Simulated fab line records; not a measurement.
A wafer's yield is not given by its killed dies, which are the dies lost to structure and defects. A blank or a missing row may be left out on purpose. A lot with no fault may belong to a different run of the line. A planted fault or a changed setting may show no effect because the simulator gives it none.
Which tool did it?    flow nand harc    13 lots with 39 wafers sampled at 6 steps, on a route of 1159 steps

WHAT THE GAUGES SHOWED, per wafer
NHARC_P_BONDPAD_THK_MEAS_20: measures by xrf.
lot   measured      on             thk nm (nm)
L998  day 6 20:07   film metro-02  159.8 161.1 162.0
L997  day 6 20:47   film metro-01  160.9 161.1 160.1
L999  day 7 04:05   film metro-02  161.7 163.7 162.3
L104  day 8 08:20   film metro-02  159.5 159.0 160.1
L107  day 8 23:51   film metro-02  160.7 159.1 162.2
L106  day 9 00:32   film metro-01  161.3 159.7 161.1
L108  day 9 13:43   film metro-02  158.9 161.0 159.2
L109  day 9 18:58   film metro-02  160.9 162.5 160.3
L110  day 10 08:19  film metro-02  161.1 160.7 159.9
L112  day 10 14:05  film metro-02  159.4 160.3 163.0
L113  day 10 16:40  film metro-01  162.3 160.3 162.3
L115  day 10 23:42  film metro-02  162.8 159.4 162.6
L118  day 11 21:52  film metro-01  160.7 161.2 161.4

NHARC_A_SOURCE_PLATE_THK_MEAS_06: measures by ellipsometry.
lot   measured      on             thk nm (nm)
L998  day 7 19:16   film metro-01  198.7 199.6 198.1
L997  day 7 19:16   film metro-02  200.4 203.1 202.1
L999  day 8 03:29   film metro-02  199.0 199.9 199.2
L104  day 9 05:34   film metro-02  199.6 196.6 199.8
L107  day 9 23:31   film metro-01  201.6 198.0 202.5
L106  day 9 23:31   film metro-02  197.6 199.0 199.0
L108  day 10 18:29  film metro-02  200.2 200.7 201.1
L109  day 10 18:29  film metro-01  199.0 199.1 200.1
L110  day 11 10:28  film metro-01  194.2 194.8 197.5
L112  day 11 13:53  film metro-01  200.0 202.2 203.9
L113  day 11 13:54  film metro-02  201.3 200.3 201.5
L115  day 12 01:10  film metro-01  198.9 196.5 198.1
L118  day 13 00:05  film metro-02  201.2 196.8 199.5

NHARC_A_ONON_D1_THK_MEAS_08: measures by ellipsometry.
lot   measured      on             thk nm (nm)
L998  day 7 21:19   film metro-01  1012 1011 1011
L997  day 7 21:40   film metro-01  999 1000 1000
L999  day 8 05:17   film metro-02  1004 1004 1005
L104  day 9 07:20   film metro-02  990 989 992
L107  day 10 01:18  film metro-01  993 992 992
L106  day 10 01:17  film metro-02  993 995 994
L108  day 10 20:19  film metro-01  990 989 990
L109  day 10 20:17  film metro-02  1001 1001 1002
L110  day 11 12:14  film metro-02  1007 1008 1006
L112  day 11 15:38  film metro-01  713 713 998
L113  day 11 15:41  film metro-02  1005 1005 1004
L115  day 12 02:56  film metro-02  712 713 993
L118  day 13 01:53  film metro-02  983 983 984

NHARC_END_SORT_01.
lot   measured      on         killed at array  killed at other  killed at periphery  killed dies  killed open  killed short
L112  day 23 03:11  prober-01  675 672 25       0 0 0            2 5 1                677 677 26   4 6 3        4 0 4
L115  day 23 19:44  prober-02  669 666 44       2 4 4            6 7 6                677 677 54   4 2 5        5 4 1

WHICH TOOL RAN EACH LOT (tool, then ch and the chambers of the sampled wafers, then the start)
lot   NHARC_A_ZERO_WELL_DESCUM_12         NHARC_A_ONON_D1_DEP_06
L998  rie diel-09 ch 0,1, day 6 21:42     pecvd onon-02 ch 0, day 7 20:47
L997  rie diel-05 ch 1,2, day 6 22:20     pecvd onon-02 ch 0, day 7 21:13
L999  rie diel-05 ch 2,3, day 7 05:38     pecvd onon-01 ch 0, day 8 04:53
L104  rie diel-09 ch 1,3, day 8 10:01     pecvd onon-02 ch 0, day 9 06:57
L107  rie diel-09 ch 0,1,2, day 9 01:38   pecvd onon-03 ch 0, day 10 00:47
L106  rie diel-13 ch 0,1, day 9 02:18     pecvd onon-01 ch 0, day 10 00:50
L108  rie diel-13 ch 0,3, day 9 15:24     pecvd onon-03 ch 0, day 10 19:52
L109  rie diel-09 ch 0,1,3, day 9 20:31   pecvd onon-02 ch 0, day 10 19:46
L110  rie diel-13 ch 2,3, day 10 10:02    pecvd onon-02 ch 0, day 11 11:47
L112  rie diel-13 ch 1,2,3, day 10 16:01  pecvd onon-02 ch 0, day 11 15:08
L113  rie diel-13 ch 1,2,3, day 10 18:20  pecvd onon-03 ch 0, day 11 15:10
L115  rie diel-05 ch 0,2,3, day 11 01:19  pecvd onon-02 ch 0, day 12 02:25
L118  rie diel-09 ch 2,3, day 11 23:34    pecvd onon-03 ch 0, day 13 01:23
- NHARC_A_ZERO_WELL_DESCUM_12: chemistry O2, time 3 s.
- NHARC_A_ONON_D1_DEP_06: target thk 1000 nm.

WHAT THE TOOLS THEMSELVES READ (means of the sampled wafers that have a number; where no wafer has one, the mark that the record gives instead)
NHARC_A_ZERO_WELL_DESCUM_12.
lot   tool         drypump motor current A (A)  oes product au (a.u.)  rf vpp V (V)  showerhead plenum p Torr (Torr)  throttle valve pct (%)
L998  rie diel-09  5.5                          1.000                  57.9          1.95                             11.307
L997  rie diel-05  5.6                          0.995                  57.6          1.84                             11.308
L999  rie diel-05  6.2                          1.001                  58.8          1.95                             11.307
L104  rie diel-09  5.9                          0.996                  58.7          1.89                             11.301
L107  rie diel-09  5.3                          1.001                  57.1          1.89                             11.300
L106  rie diel-13  5.5                          1.005                  57.4          1.96                             11.313
L108  rie diel-13  5.9                          0.995                  57.1          1.91                             11.315
L109  rie diel-09  5.9                          0.999                  57.4          1.95                             11.312
L110  rie diel-13  5.5                          1.000                  58.2          2.00                             11.305
L112  rie diel-13  5.4                          1.001                  58.2          2.01                             11.308
L113  rie diel-13  5.4                          0.996                  58.3          2.01                             11.308
L115  rie diel-05  6.3                          0.998                  58.0          1.89                             11.316
L118  rie diel-09  5.5                          1.003                  57.5          1.89                             11.313

THE ANSWER, worked out from the rows above alone
Rule: usual is defined by the lots themselves. Put in order of their means at a reading, lots are off if they are a third of the lots or fewer, leave a main group of 4 or more, and stand apart from it by a gap of 3 or more times the standard deviation of the main group's means; of several such gaps the widest counts. The tables above print the reading to a certain number of digits; a main group whose means all agree to those digits is not used. Also off: a lot with no number at a reading for which 4 or more lots have one. Where the step has rows for the other lots, those lots are counted as sound. Order of review: gauges by route order, followed by the tools' own readings, for which a lot's mean as printed above is used. At the first step where some lot is off, the reading lying furthest off is the one used; lots without a number count as furthest.
Off: L112, L115 (NHARC_A_ONON_D1_THK_MEAS_08, thk nm). The main group has a mean of 998 nm with a standard deviation of 8.2.
A tool fits if, at a process step before that reading, it ran every lot that is off, and no sound lot after the first of them. Gauges at NHARC_A_ONON_D1_THK_MEAS_08: tried the same way as those tools. One fits: NHARC_A_ONON_D1_DEP_06 on pecvd onon-02. Its last sound lot is L110 (day 11 11:47), its first lot that is off L112 (day 11 15:08): a fault that began between those two fits.

WHAT THE SIMULATOR HAD PUT IN
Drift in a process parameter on pecvd onon-02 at NHARC_A_ONON_D1_DEP_06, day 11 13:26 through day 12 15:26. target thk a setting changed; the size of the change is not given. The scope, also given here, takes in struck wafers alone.
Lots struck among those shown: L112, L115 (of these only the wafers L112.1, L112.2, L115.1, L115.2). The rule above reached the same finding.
